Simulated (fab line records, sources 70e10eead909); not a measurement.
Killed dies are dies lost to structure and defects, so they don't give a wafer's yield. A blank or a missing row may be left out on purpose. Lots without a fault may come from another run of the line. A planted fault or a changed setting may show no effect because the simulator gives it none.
Chamber matching | flow nand_harc | NHARC_P_BONDPAD_DESCUM_11 on rie_diel-09: 4 sister chambers
The step chemistry O2, time 3 s. 42 wafers are shown with their chamber, then 12 later ones without.

WAFERS WITH THEIR CHAMBER
wafer  | chamber | showerhead_plenum_p_Torr (Torr) | drypump_motor_current_A (A) | oes_product_au (a.u.)
L075.1 | 0       | 1.81                            | 6.4                         | 1.001
L075.3 | 3       | 1.85                            | 6.0                         | 0.982
L075.5 | 3       | 1.85                            | 6.0                         | 0.991
L076.2 | 2       | 1.81                            | 5.4                         | 0.994
L076.4 | 2       | 1.81                            | 5.4                         | 0.993
L076.6 | 1       | 2.00                            | 4.9                         | 0.994
L081.1 | 2       | 1.81                            | 5.4                         | 0.990
L081.3 | 0       | 1.81                            | 6.4                         | 0.994
L081.5 | 3       | 1.85                            | 6.0                         | 0.987
L080.1 | 0       | 1.81                            | 6.4                         | 1.004
L080.5 | 2       | 1.81                            | 5.5                         | 0.982
L080.6 | 3       | 1.85                            | 6.0                         | 0.994
L079.1 | 3       | 1.85                            | 6.0                         | 0.982
L079.2 | 1       | 2.00                            | 4.9                         | 0.983
L079.6 | 0       | 1.81                            | 6.3                         | 0.994
L082.2 | 2       | 1.81                            | 5.5                         | 0.986
L082.4 | 1       | 2.00                            | 4.9                         | 0.974
L082.5 | 3       | 1.85                            | 6.0                         | 0.977
L083.1 | 0       | 1.81                            | 6.3                         | 0.997
L083.4 | 1       | 2.00                            | 4.9                         | 0.986
L083.6 | 0       | 1.81                            | 6.3                         | 0.989
L088.1 | 2       | 1.81                            | 5.5                         | 0.984
L088.3 | 1       | 2.00                            | 4.9                         | 0.996
L088.4 | 2       | 1.81                            | 5.4                         | 0.986
L086.1 | 0       | 1.81                            | 6.4                         | 1.001
L086.2 | 2       | 1.81                            | 5.4                         | 0.980
L086.4 | 0       | 1.81                            | 6.3                         | 0.995
L085.1 | 1       | 2.00                            | 4.9                         | 1.000
L085.3 | 2       | 1.81                            | 5.5                         | 0.995
L085.6 | 0       | 1.81                            | 6.3                         | 1.001
L087.2 | 0       | 1.81                            | 6.3                         | 1.006
L087.3 | 2       | 1.80                            | 5.5                         | 0.988
L087.4 | 3       | 1.85                            | 6.0                         | 0.997
L089.2 | 0       | 1.81                            | 6.4                         | 1.001
L089.4 | 2       | 1.80                            | 5.4                         | 0.997
L089.5 | 1       | 2.00                            | 4.9                         | 0.998
L091.1 | 1       | 2.00                            | 4.9                         | 0.981
L091.4 | 2       | 1.80                            | 5.5                         | 0.983
L091.5 | 0       | 1.81                            | 6.4                         | 0.994
L092.1 | 1       | 2.00                            | 4.9                         | 1.008
L092.3 | 2       | 1.80                            | 5.4                         | 0.986
L092.5 | 0       | 1.81                            | 6.3                         | 0.988

SIGNATURES (means of the wafers above)
reading                  | chamber 0 | chamber 1 | chamber 2 | chamber 3 | scatter within a chamber
showerhead_plenum_p_Torr | 1.8100    | 2.0000    | 1.8069    | 1.8500    | 0.0027
drypump_motor_current_A  | 6.346     | 4.900     | 5.446     | 6.000     | 0.0412
oes_product_au           | 0.99731   | 0.99111   | 0.98800   | 0.98714   | 0.00719
Rule: a wafer's distance from a chamber is the root of the sum, over the readings, of the square of ((its reading less the chamber's mean) divided by the reading's scatter). The wafer belongs to the nearest chamber; if the next one is less than 2 further off, it can't be placed. The scatter: the root of (the sum of the squares of (reading less its chamber's mean) over the shown wafers, divided by (wafers less chambers)).

WAFERS WITHOUT THEIR CHAMBER
wafer  | showerhead_plenum_p_Torr (Torr) | drypump_motor_current_A (A) | oes_product_au (a.u.)
L093.1 | 2.00                            | 4.9                         | 0.992
L093.3 | 1.81                            | 6.3                         | 0.996
L093.4 | 1.80                            | 5.5                         | 0.992
L095.2 | 1.85                            | 6.0                         | 0.994
L095.4 | 1.81                            | 6.3                         | 0.995
L095.6 | 1.81                            | 6.4                         | 0.999
L094.1 | 1.81                            | 6.4                         | 0.999
L094.2 | 1.85                            | 6.0                         | 0.992
L094.5 | 1.81                            | 6.3                         | 0.996
L096.1 | 2.00                            | 4.9                         | 1.006
L096.2 | 1.81                            | 6.4                         | 1.008
L096.3 | 1.80                            | 5.5                         | 0.990

WHICH CHAMBER EACH WENT THROUGH
wafer  | from the rows above | in truth
L093.1 | 1                   | 1
L093.3 | 0                   | 0
L093.4 | 2                   | 2
L095.2 | 3                   | 3
L095.4 | 0                   | 0
L095.6 | 0                   | 0
L094.1 | 0                   | 0
L094.2 | 3                   | 3
L094.5 | 0                   | 0
L096.1 | 1                   | 1
L096.2 | 0                   | 0
L096.3 | 2                   | 2
Placed correctly: 12 of 12. Can't be placed from these rows: 0. Placed wrongly: 0.
